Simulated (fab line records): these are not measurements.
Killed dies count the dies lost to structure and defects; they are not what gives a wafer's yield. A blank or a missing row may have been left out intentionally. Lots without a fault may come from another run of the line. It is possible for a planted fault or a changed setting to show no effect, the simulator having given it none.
Comparing a struck lot with a sound one :: flow n5 finfet :: 16 steps out of a route of 1938
Sound: wafers L888.1, L888.5, L888.6. The struck wafers were L904.1, L904.5, L904.6. The cause is given at the end.
Order at every step that has rows: each side's tool, ch and its chambers, its first start. Under that, the readings that differ: sound wafers :: struck wafers :: difference of the means :: sigmas: that difference in standard deviations of wafers without a fault.
alike: readings whose means differ by less than 2 such deviations, and words and numbers that are the same on both sides. not compared: withheld readings, readings that some wafer has no value for, bounds like >300 that may hide the same value, and numbers for which the record gives no deviation and whose values overlap.
The two part at a step that has a row with sigmas, a row that says differs or no value, or rows on one side only. Non-overlapping numbers with no deviation appear without sigmas and do not part them. A reading missing from all wafers of one side parts the sides only when that side holds two or more wafers.

first, 2 steps without rows for these wafers: N5_BEOL_M3_PRECLEAN_42 (cleans in residue remover, time 60 s); N5_BEOL_M3_SRD_43 (time 30 s).
N5_BEOL_M3_CD_MEAS_35: target cd 18 nm, target cd y 21 nm.
  sound on cd sem-02 at day 8 03:42; struck on cd sem-01 at day 12 03:04
  alike: cd nm
N5_BEOL_M3_DEGAS_44: time 60 s.
  sound on pvd sputter-03 at day 8 03:46; struck on pvd sputter-02 at day 12 03:26
  alike: heater power w
then, 2 steps without rows for these wafers: N5_BEOL_M3_PRE_CLEAN_45 (time 30 s); N5_BEOL_M3_ALD_84 (deposits TaN, pulse time 2 s, purge time 3 s, co reactant purge time 2 s).
N5_BEOL_M3_SURFACE_TREAT_85:
  sound on pvd sputter-02 at day 8 04:05; struck on pvd sputter-01 at day 12 03:49
  alike: ar flow sccm
  not compared: throttle valve pct
then, 2 steps without rows for these wafers: N5_BEOL_M3_CVD_47 (deposits Co from CCTBA/H2, target thk 3 nm, time 223.8 s); N5_BEOL_M3_SPUTTER_48 (material Cu, target thk 4.5 nm, time 8.29 s).
N5_BEOL_M3_ANNEAL_49: time 240 s.
  sound on pvd sputter-01 at day 8 04:23; struck on pvd sputter-01 at day 12 04:16
  alike: heater power w, susceptor_temp_C_max
then, 1 step without rows for these wafers: N5_BEOL_M3_SPUTTER_79 (material Cu, target thk 4.5 nm, time 8.29 s).
N5_BEOL_M3_ANNEAL_80: time 240 s.
  sound on pvd sputter-01 at day 8 04:37; struck on pvd sputter-01 at day 12 04:29
  alike: heater power w, susceptor_temp_C_max
N5_BEOL_M3_SPUTTER_81: material Cu, target thk 4.5 nm, time 8.29 s.
  sound on pvd sputter-01 at day 8 04:45; struck on pvd sputter-01 at day 12 04:38
  no value came back on the struck wafers for chamber pressure pa (Pa), chuck gas flow sccm (sccm), throttle valve pct (%); on the sound wafers chamber pressure pa (Pa) reads 0.07023 0.06992 0.06996
N5_BEOL_M3_ANNEAL_82: time 240 s.
  sound on pvd sputter-01 at day 8 04:50; struck on pvd sputter-01 at day 12 04:43
  alike: heater power w, susceptor_temp_C_max
N5_BEOL_M4_RC_MEAS_101:
  sound on prober-01 ch 0, day 8 20:00; struck on prober-02 ch 0, day 12 18:07
reading: IOFF_P (nA/um)
sound: 0.24 0.23 0.28
struck: 0.17 0.17 0.16
difference: -0.08
sigmas: -3

reading: ION_P (uA/um)
sound: 472 469 480
struck: 451 450 451
difference: -23
sigmas: -3

reading: VT_P (mV)
sound: -245 -244 -240
struck: -255 -252 -258
difference: -12
sigmas: -3
  alike: DIBL_N, DIBL_P, IOFF_N, ION_N, SS_N, SS_P, VT_N
-- a jump in the record: the struck wafers' starts before and after are 4 days apart (it breaks off in module BEOL_M4 and resumes in module PASSIVATION, where the first step shown is number 1936 of the route) --
N5_PASSIVATION_PROBE_49:
  rows exist in the record for the struck wafers here (prober-02, day 16 22:59), but not for the sound ones

WHERE THEY PART
At N5_BEOL_M3_SPUTTER_81 first; at N5_PASSIVATION_PROBE_49 last (within this record only).

WHY: the cause the simulator had injected
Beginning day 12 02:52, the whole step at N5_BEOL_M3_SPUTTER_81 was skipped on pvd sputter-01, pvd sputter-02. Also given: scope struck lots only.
